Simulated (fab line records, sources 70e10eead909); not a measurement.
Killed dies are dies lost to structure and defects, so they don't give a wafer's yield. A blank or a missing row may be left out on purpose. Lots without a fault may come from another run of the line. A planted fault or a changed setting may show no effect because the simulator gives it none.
fab line records | flow nand_harc | part 2 of 2: steps 18 to 24 of 24
record lots=5 wafers=15 last_day=33
route steps=1302 shown A_STAIRCASE@659
lots that met no fault: from a run of the same line without faults
start_h: hours from the record's first day to the start of the lot's first wafer shown | wait_h: hours since the lot's step before | " the same as in the row above | L1.1+2: a row that stands for several wafers | - no value, or no start given | * or withheld: withheld | < > ~ a bound
route shown NAME@n: a module of which the file shows steps, and the number in the route of the first | usual: mean/standard deviation of fault-free wafers | same: alike in all rows | chamber/n: place in a boat | sites: the reading at each site | _std_site: their standard deviation | _edge_site: outer sites' mean less inner sites' | radius_mm: how far each site lies from the wafer's centre | mask NAME#n: copy n | behind: the tool/chamber that last shaped the wafer | hold: why the lot was held/for how many hours/how that ended | device: the transistor (n, p or np) that didn't switch | end of line: the same wafers' tests at the end of the route | a step without rows: its recipe alone | killed: dies lost to structure and defects at the first sort, not the wafer's yield | map: a wafer's dies, x killed, . not, _ none there
set.NAME: the setting as run; set.NAME@STEP: as run at that earlier step | model.NAME: the simulator's own value behind a step, which no gauge read
lots at some steps of the route; a table a step, a row a wafer
services: from which hour (start_h, from the record's first day; less than 0 if before it) a tool's chamber was out of use, for how many hours, and why
## steps
# step NHARC_A_STAIRCASE_ETCH_21
# recipe target_depth_a=1000 time_s=40.5 ion_energy_ev=400 c4f8_flow_sccm=20 o2_flow_sccm=10 ar_flow_sccm=withheld rf_w=600 bias_w=1000 chemistry=C4F8/O2
# usual oes_product_au=0.954/0.017 rf_vpp_V=895/5.6
# columns lot.wafer tool chamber start_h wait_h oes_product_au rf_hours_counter_h rf_vpp_V
L074.1 rie_diel-07 3 - - 0.964 18 891
L074.2 " 0 " " 0.973 17 897
L074.5 " 2 " " 0.958 - 897
L075.3 rie_diel-07 0 - - 0.973 17 899
L075.6 " 2 " " 0.961 - 897
L075.5 " 3 " " 0.963 - 893
L082.4 rie_diel-04 1 - - 0.973 33 900
L082.3 " 2 " " 0.985 30 891
L082.5 " 1 " " 0.979 - 900
L087.4 rie_diel-02 0 - - 0.949 30 905
L087.1 " 2 " " 0.921 27 889
L087.6 " 1 " " 0.930 - 893
L095.2 rie_diel-04 1 - - 0.959 7 898
L095.4 " 0 " " 0.949 6 906
L095.6 " 1 " " 0.952 - 898
# step NHARC_A_STAIRCASE_TRIM_22
# recipe time_s=211.2 o2_flow_sccm=500 ar_flow_sccm=0 bias_w=0 chemistry=O2
# usual drypump_motor_current_A=5.9/0.54 mfc_ar_sccm=0.005/0.0089 oes_product_au=0.998/0.0088 rf_vpp_V=57.9/0.99 showerhead_plenum_p_Torr=3.51/0.15 throttle_valve_pct=17.035/0.0094
# columns lot.wafer tool chamber start_h wait_h drypump_motor_current_A mfc_ar_sccm oes_product_au rf_hours_counter_h rf_vpp_V showerhead_plenum_p_Torr throttle_valve_pct
L074.2 rie_diel-07 3 - - 5.1 0 1.004 18 57.1 3.43 17.037
L074.1 " 1 " " 6.1 0.024 0.989 19 57.5 3.76 17.042
L074.5 " 0 " " 6.1 0 0.999 - 58.8 3.59 17.033
L075.3 rie_diel-07 2 - - 6.5 0 0.996 21 57.4 3.55 17.045
L075.5 " 0 " " 6.1 0 1.001 - 58.6 3.59 17.018
L075.6 " 1 " " 6.1 0.024 0.993 - 59.0 3.76 17.035
L082.4 rie_diel-04 3 - - 6.1 0 1.005 30 56.6 3.44 17.023
L082.3 " 1 " " 6.8 0 1.001 33 58.6 3.62 17.042
L082.5 " 0 " " 6.0 0 1.002 - 56.5 3.30 17.041
L087.4 rie_diel-02 3 - - 5.4 0 0.986 32 59.0 3.47 17.038
L087.1 " 0 " " 4.9 0.004 1.006 30 60.4 3.79 17.036
L087.6 " 2 " " 5.5 0 0.989 - 57.7 3.32 17.021
L095.2 rie_diel-04 0 - - 6.1 0 1.005 6 60.2 3.81 17.051
L095.4 " 3 " " 6.0 0 1.001 5 56.7 3.42 17.038
L095.6 " 0 " " 6.0 0 0.999 - 58.0 3.81 17.035
# step NHARC_A_STAIRCASE_ETCH_23
# recipe target_depth_a=1000 time_s=40.5 ion_energy_ev=400 c4f8_flow_sccm=20 o2_flow_sccm=10 ar_flow_sccm=withheld rf_w=600 bias_w=1000 chemistry=C4F8/O2
# usual oes_product_au=0.949/0.011 rf_vpp_V=895/5.7
# columns lot.wafer tool chamber start_h wait_h oes_product_au rf_hours_counter_h rf_vpp_V
L074.2 rie_diel-07 2 - - 0.950 21 897
L074.1 " 3 " " 0.941 18 893
L074.5 " 2 " " 0.952 - 896
L075.3 rie_diel-07 3 - - 0.951 19 892
L075.5 " 1 " " 0.945 - 904
L075.6 " 2 " " 0.964 - 896
L082.3 rie_diel-04 0 - - 0.951 36 888
L082.4 " 1 " " 0.980 33 900
L082.5 " 3 " " 0.948 - 893
L087.4 rie_diel-02 3 - - 0.928 32 893
L087.1 " 0 " " 0.945 30 904
L087.6 " 1 " " 0.927 - 891
L095.4 rie_diel-04 2 - - 0.945 7 889
L095.2 " 3 " " 0.954 5 890
L095.6 " 1 " " 0.949 - 900
# step NHARC_A_STAIRCASE_TRIM_24
# recipe time_s=211.2 o2_flow_sccm=500 ar_flow_sccm=0 bias_w=0 chemistry=O2
# usual drypump_motor_current_A=5.9/0.54 mfc_ar_sccm=0.005/0.0088 oes_product_au=0.998/0.0081 rf_vpp_V=57.7/0.87 showerhead_plenum_p_Torr=3.52/0.16 throttle_valve_pct=17.037/0.009
# columns lot.wafer tool chamber start_h wait_h drypump_motor_current_A mfc_ar_sccm oes_product_au rf_hours_counter_h rf_vpp_V showerhead_plenum_p_Torr throttle_valve_pct
L074.2 rie_diel-07 2 - - 6.5 0 1.003 21 57.7 3.55 17.043
L074.1 " 0 " " 6.0 0 0.988 17 58.8 3.59 17.026
L074.5 " 2 " " 6.5 0 0.991 - 55.4 3.55 17.041
L075.3 rie_diel-07 1 - - 6.1 0.024 0.994 20 60.1 3.76 17.031
L075.6 " 1 " " 6.1 0.024 0.996 - 59.6 3.76 17.039
L075.5 " 2 " " 6.5 0 1.011 - 57.8 3.55 17.055
L082.4 rie_diel-04 2 - - 6.3 0.025 1.006 30 58.1 3.41 17.039
L082.3 " 3 " " 6.0 0 0.989 30 57.8 3.44 17.038
L082.5 " 0 " " 6.1 0 0.992 - 59.2 3.30 17.028
L087.4 rie_diel-02 2 - - 5.4 0 0.985 27 56.7 3.32 17.036
L087.1 " 3 " " 5.4 0 0.989 32 55.9 3.47 17.031
L087.6 " 0 " " 4.9 0.004 1.006 - 59.2 3.79 17.043
L095.2 rie_diel-04 3 - - 6.1 0 1.010 6 58.5 3.42 17.040
L095.4 " 1 " " 6.8 0 1.010 7 59.2 3.60 17.040
L095.6 " 3 " " 6.0 0 1.012 - 57.1 3.42 17.033
# step NHARC_A_STAIRCASE_ETCH_25
# recipe target_depth_a=1000 time_s=40.5 ion_energy_ev=400 c4f8_flow_sccm=20 o2_flow_sccm=10 ar_flow_sccm=withheld rf_w=600 bias_w=1000 chemistry=C4F8/O2
# usual oes_product_au=0.943/0.011 rf_vpp_V=895/5.7
# columns lot.wafer tool chamber start_h wait_h oes_product_au rf_hours_counter_h rf_vpp_V
L074.2 rie_diel-07 3 - - 0.955 18 892
L074.1 " 0 " " 0.966 17 899
L074.5 " 2 " " 0.948 - 897
L075.3 rie_diel-07 1 - - 0.935 20 905
L075.6 " 0 " " 0.944 - 898
L075.5 " 1 " " 0.933 - 904
L082.3 rie_diel-04 3 - - 0.967 30 893
L082.4 " 0 " " 0.944 36 887
L082.5 " 0 " " 0.949 - 887
L087.1 rie_diel-02 1 - - 0.939 23 891
L087.4 " 3 " " 0.938 32 895
L087.6 " 2 " " 0.936 - 888
L095.4 rie_diel-04 1 - - 0.951 7 898
L095.2 " 2 " " 0.941 7 891
L095.6 " 2 " " 0.938 - 890
# step NHARC_A_STAIRCASE_TRIM_26
# recipe time_s=211.2 o2_flow_sccm=500 ar_flow_sccm=0 bias_w=0 chemistry=O2
# usual drypump_motor_current_A=5.9/0.54 mfc_ar_sccm=0.005/0.0087 oes_product_au=0.997/0.0081 rf_vpp_V=57.8/0.81 showerhead_plenum_p_Torr=3.50/0.15 throttle_valve_pct=17.036/0.0093
# columns lot.wafer tool chamber start_h wait_h drypump_motor_current_A mfc_ar_sccm oes_product_au rf_hours_counter_h rf_vpp_V showerhead_plenum_p_Torr throttle_valve_pct
L074.2 rie_diel-07 3 - - 5.1 0 1.006 18 56.7 3.43 17.050
L074.1 " 1 " " 6.1 0.024 0.992 20 57.3 3.76 17.042
L074.5 " 3 " " 5.1 0 1.004 - 58.1 3.43 17.042
L075.3 rie_diel-07 3 - - 5.1 0 1.005 19 57.3 3.43 17.036
L075.6 " 3 " " 5.1 0 0.999 - 58.2 3.43 17.041
L075.5 " 0 " " 6.1 0 0.990 - 58.1 3.59 17.044
L082.3 rie_diel-04 1 - - 6.8 0 0.990 33 57.0 3.62 17.037
L082.4 " 2 " " 6.3 0.025 1.009 30 56.2 3.41 17.045
L082.5 " 0 " " 6.0 0 0.994 - 57.5 3.30 17.024
L087.1 rie_diel-02 0 - - 4.9 0.004 1.000 31 58.0 3.79 17.040
L087.4 " 1 " " 5.7 0.007 0.991 23 58.6 3.40 17.054
L087.6 " 1 " " 5.7 0.007 1.001 - 57.0 3.40 17.036
L095.4 rie_diel-04 3 - - 6.1 0 1.021 6 56.7 3.42 17.038
L095.2 " 1 " " 6.7 0 1.002 7 57.2 3.60 17.038
L095.6 " 0 " " 6.1 0 0.998 - 59.1 3.80 17.051
# step NHARC_A_STAIRCASE_ETCH_27
# recipe target_depth_a=1000 time_s=40.5 ion_energy_ev=400 c4f8_flow_sccm=20 o2_flow_sccm=10 ar_flow_sccm=withheld rf_w=600 bias_w=1000 chemistry=C4F8/O2
# usual oes_product_au=0.941/0.011 rf_vpp_V=895/5.6
# columns lot.wafer tool chamber start_h wait_h oes_product_au rf_hours_counter_h rf_vpp_V
L074.1 rie_diel-07 2 - - 0.949 21 897
L074.2 " 3 " " 0.946 19 893
L074.5 " 2 " " 0.953 - 897
L075.3 rie_diel-07 1 - - 0.957 20 905
L075.6 " 3 " " 0.943 - 893
L075.5 " 0 " " 0.937 - 901
L082.4 rie_diel-04 3 - - 0.955 30 892
L082.3 " 0 " " 0.932 37 887
L082.5 " 2 " " 0.958 - 891
L087.1 rie_diel-02 0 - - 0.940 31 906
L087.4 " 1 " " 0.937 23 891
L087.6 " 2 " " 0.943 - 886
L095.2 rie_diel-04 0 - - 0.942 6 905
L095.4 " 2 " " 0.955 7 892
L095.6 " 0 " " 0.943 - 906
## services
# columns tool chamber start_h hours kind
krf_scanner-02 - 339.18 3.0 repair
rie_diel-02 0 348.67 - clean
krf_scanner-04 - 354.00 4.0 pm
rie_diel-04 - 356.06 9.0 pm
rie_diel-02 2 380.55 4.6 repair
rie_diel-02 1 381.88 2.5 repair
rie_diel-02 1 385.54 6.1 repair
rie_diel-02 - 393.99 9.0 pm
rie_diel-07 3 400.91 2.5 repair
litho_track-02 - 402.00 7.0 pm
rie_diel-04 1 437.29 2.6 repair
krf_scanner-02 - 438.00 4.0 pm
litho_track-03 - 450.00 7.0 pm
rie_diel-07 1 452.42 8.5 repair
rie_diel-07 - 473.40 9.0 pm
litho_track-05 - 474.00 7.0 pm
rie_diel-02 1 479.20 9.0 repair
krf_scanner-01 - 484.00 4.0 pm
krf_scanner-01 - 495.60 0.6 repair
rie_diel-07 - 510.32 0.1 repair
krf_scanner-04 - 526.00 4.0 pm
rie_diel-04 - 533.09 9.0 pm
rie_diel-02 2 543.98 5.1 repair
rie_diel-07 0 544.77 7.0 repair
